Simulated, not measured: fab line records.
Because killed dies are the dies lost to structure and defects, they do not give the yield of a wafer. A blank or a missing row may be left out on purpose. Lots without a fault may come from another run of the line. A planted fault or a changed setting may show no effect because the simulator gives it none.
Which tool was responsible? | flow n5_finfet | 30 wafers from 10 lots sampled at 5 of the route's 1938 steps

== WHAT EACH GAUGE READ, for each wafer ==
N5_BEOL_M10_THK_MEAS_01.
lot  | measured     | on            | M10_ILD_THK (nm)
L869 | day 11 00:53 | film_metro-01 | 264 266 274
L868 | day 11 03:53 | film_metro-02 | 262 269 270
L871 | day 11 17:28 | film_metro-02 | 268 271 271
L872 | day 11 23:06 | film_metro-01 | 266 267 269
L882 | day 13 17:36 | film_metro-01 | 266 279 270
L879 | day 13 21:29 | film_metro-02 | 265 278 266
L880 | day 14 08:22 | film_metro-01 | 260 270 268
L884 | day 15 03:14 | film_metro-02 | 264 268 267
L889 | day 16 00:49 | film_metro-02 | 269 272 273
L891 | day 17 00:04 | film_metro-02 | 267 272 272

== WHICH TOOL RAN EACH LOT (tool, then ch and the chambers of the sampled wafers, then the start) ==
lot  | N5_BEOL_M9_STRIP_80                           | N5_BEOL_M9_DEGAS_44          | N5_BEOL_M10_ILD_DEP_00          | N5_BEOL_M10_CURE_71
L869 | rie_diel-02 ch 2,3, day 10 22:13 or earlier   | pvd_sputter-03, day 10 22:13 | pecvd-01 ch 0,1,2, day 11 00:15 | uv_cure-02 ch 1, day 11 00:22
L868 | rie_diel-05 ch 0,3, day 11 00:27 or earlier   | pvd_sputter-03, day 11 00:27 | pecvd-03 ch 1,2, day 11 03:18   | uv_cure-01 ch 2, day 11 03:32
L871 | rie_diel-02 ch 0,1, day 11 14:44 or earlier   | pvd_sputter-01, day 11 14:44 | pecvd-03 ch 0,2, day 11 16:53   | uv_cure-02 ch 2, day 11 17:02
L872 | rie_diel-04 ch 0,2,3, day 11 20:25 or earlier | pvd_sputter-01, day 11 20:25 | pecvd-04 ch 1,2, day 11 22:22   | uv_cure-02 ch 1, day 11 22:45
L882 | rie_diel-02 ch 0,1, day 13 15:10 or earlier   | pvd_sputter-02, day 13 15:10 | pecvd-03 ch 1,2, day 13 17:01   | uv_cure-02 ch 1, day 13 17:05
L879 | rie_diel-05 ch 0,1,2, day 13 18:53 or earlier | pvd_sputter-03, day 13 18:53 | pecvd-03 ch 1,2, day 13 20:53   | uv_cure-01 ch 0, day 13 21:02
L880 | rie_diel-02 ch 2,3, day 14 05:37 or earlier   | pvd_sputter-03, day 14 05:37 | pecvd-01 ch 0,1, day 14 07:16   | uv_cure-01 ch 2, day 14 07:23
L884 | rie_diel-05 ch 1,2,3, day 15 00:43 or earlier | pvd_sputter-02, day 15 00:43 | pecvd-01 ch 0,1, day 15 02:38   | uv_cure-01 ch 2, day 15 02:43
L889 | rie_diel-05 ch 2,3, day 15 22:23 or earlier   | pvd_sputter-02, day 15 22:23 | pecvd-04 ch 0,1,2, day 16 00:14 | uv_cure-02 ch 0, day 16 00:28
L891 | rie_diel-05 ch 0,1,3, day 16 21:16 or earlier | pvd_sputter-01, day 16 21:16 | pecvd-03 ch 0, day 16 23:26     | uv_cure-03 ch 0, day 16 23:38
- N5_BEOL_M9_STRIP_80: strips in N2/H2, time 10 s.
- N5_BEOL_M9_DEGAS_44: time 60 s.
- N5_BEOL_M10_ILD_DEP_00: deposits SiCOH lowk from DEMS/porogen, target thk 308.51 nm, time 58 s.
- N5_BEOL_M10_CURE_71: cures SiCOH lowk, time 240 s.

== WHAT THE TOOLS THEMSELVES READ (means of the sampled wafers that have a number; where no wafer has one, the mark that the record gives instead) ==
N5_BEOL_M9_STRIP_80.
lot  | tool        | drypump_motor_current_A (A) | h2_flow_sccm (sccm) | oes_product_au (a.u.) | rf_vpp_V (V) | showerhead_plenum_p_Torr (Torr) | throttle_valve_pct (%)
L869 | rie_diel-02 | 5.8                         | 200.8               | 0.87                  | 58.9         | 2.56                            | 24.00
L868 | rie_diel-05 | 5.5                         | 199.8               | 0.75                  | 59.4         | 2.51                            | 23.95
L871 | rie_diel-02 | 5.5                         | 200.3               | 0.76                  | 58.6         | 2.51                            | 23.84
L872 | rie_diel-04 | 5.7                         | 200.1               | 0.82                  | 58.9         | 2.62                            | 23.86
L882 | rie_diel-02 | 5.5                         | 199.0               | 0.75                  | 59.6         | 2.50                            | 23.85
L879 | rie_diel-05 | 5.7                         | 200.0               | 0.81                  | 59.5         | 2.57                            | 24.03
L880 | rie_diel-02 | 5.8                         | 200.0               | 0.84                  | 59.3         | 2.55                            | 24.02
L884 | rie_diel-05 | 5.9                         | 199.6               | 0.75                  | 59.1         | 2.55                            | 23.90
L889 | rie_diel-05 | 5.8                         | 200.2               | 0.79                  | 58.5         | 2.59                            | 23.70
L891 | rie_diel-05 | 5.9                         | 199.7               | 0.79                  | 59.1         | 2.64                            | 23.99

N5_BEOL_M9_DEGAS_44.
lot  | tool           | heater_power_w (W)
L869 | pvd_sputter-03 | 326
L868 | pvd_sputter-03 | 332
L871 | pvd_sputter-01 | 316
L872 | pvd_sputter-01 | 324
L882 | pvd_sputter-02 | 290
L879 | pvd_sputter-03 | 330
L880 | pvd_sputter-03 | 348
L884 | pvd_sputter-02 | 331
L889 | pvd_sputter-02 | 350
L891 | pvd_sputter-01 | 322

N5_BEOL_M10_ILD_DEP_00.
lot  | tool     | heater_power_w (W) | showerhead_plenum_p_Torr (Torr) | susceptor_temp_C (C) | throttle_valve_pct (%)
L869 | pecvd-01 | 377                | 5.737                           | 300.04               | 14.6
L868 | pecvd-03 | 336                | 5.725                           | 299.81               | 13.9
L871 | pecvd-03 | 276                | 5.744                           | 299.76               | 13.9
L872 | pecvd-04 | 350                | 5.723                           | 300.14               | 13.6
L882 | pecvd-03 | 319                | 5.729                           | 297.98               | 14.1
L879 | pecvd-03 | 342                | 5.724                           | 297.92               | 14.3
L880 | pecvd-01 | 381                | 5.741                           | 300.10               | 14.6
L884 | pecvd-01 | 391                | 5.751                           | 299.93               | 14.6
L889 | pecvd-04 | 323                | 5.743                           | 300.11               | 13.6
L891 | pecvd-03 | 368                | 5.757                           | 299.84               | 14.7

N5_BEOL_M10_CURE_71.
lot  | tool       | lamp_power_pct (%) | wafer_temp_C_max
L869 | uv_cure-02 | 52.32              | 387.6
L868 | uv_cure-01 | 52.25              | 386.9
L871 | uv_cure-02 | 52.32              | 387.2
L872 | uv_cure-02 | 52.35              | 386.9
L882 | uv_cure-02 | 52.30              | 387.1
L879 | uv_cure-01 | 52.35              | 386.5
L880 | uv_cure-01 | 52.35              | 386.9
L884 | uv_cure-01 | 52.30              | 387.2
L889 | uv_cure-02 | 52.30              | 386.4
L891 | uv_cure-03 | 52.35              | 386.9

== THE ANSWER, worked out from the rows above alone ==
Rule: what is usual is taken from the lots themselves. The widest of any qualifying gaps counts: lots, ordered by their means at a reading, are off when they make up no more than a third of the lots, leave a main group of 4 or more, and stand apart from it by 3 or more times the standard deviation of that group's means. If all means in a main group match to the digits the tables above print for the reading, that group is not used. A lot without any number at a reading at which 4 lots or more have one is off too. The other lots that the step has rows for count as sound. First the gauges in route order, then the tools' own readings, where a lot's mean is used as printed above. The first step at which some lot is off is used, and at that step the reading that is off furthest; a lot without a number counts as furthest.
Off: L882, L879, at N5_BEOL_M10_ILD_DEP_00 (susceptor_temp_C). For the main group the mean is 299.97 C and the standard deviation 0.14.
A tool fits if, at that step or a process step before it, it ran every lot that is off, and no sound lot after the first of them. Because N5_BEOL_M9_STRIP_80 lacks a start for some lots, the hours and order of its lots are taken from N5_BEOL_M9_DEGAS_44. Not one of the candidates tried fits.

== WHAT THE SIMULATOR PUT IN ==
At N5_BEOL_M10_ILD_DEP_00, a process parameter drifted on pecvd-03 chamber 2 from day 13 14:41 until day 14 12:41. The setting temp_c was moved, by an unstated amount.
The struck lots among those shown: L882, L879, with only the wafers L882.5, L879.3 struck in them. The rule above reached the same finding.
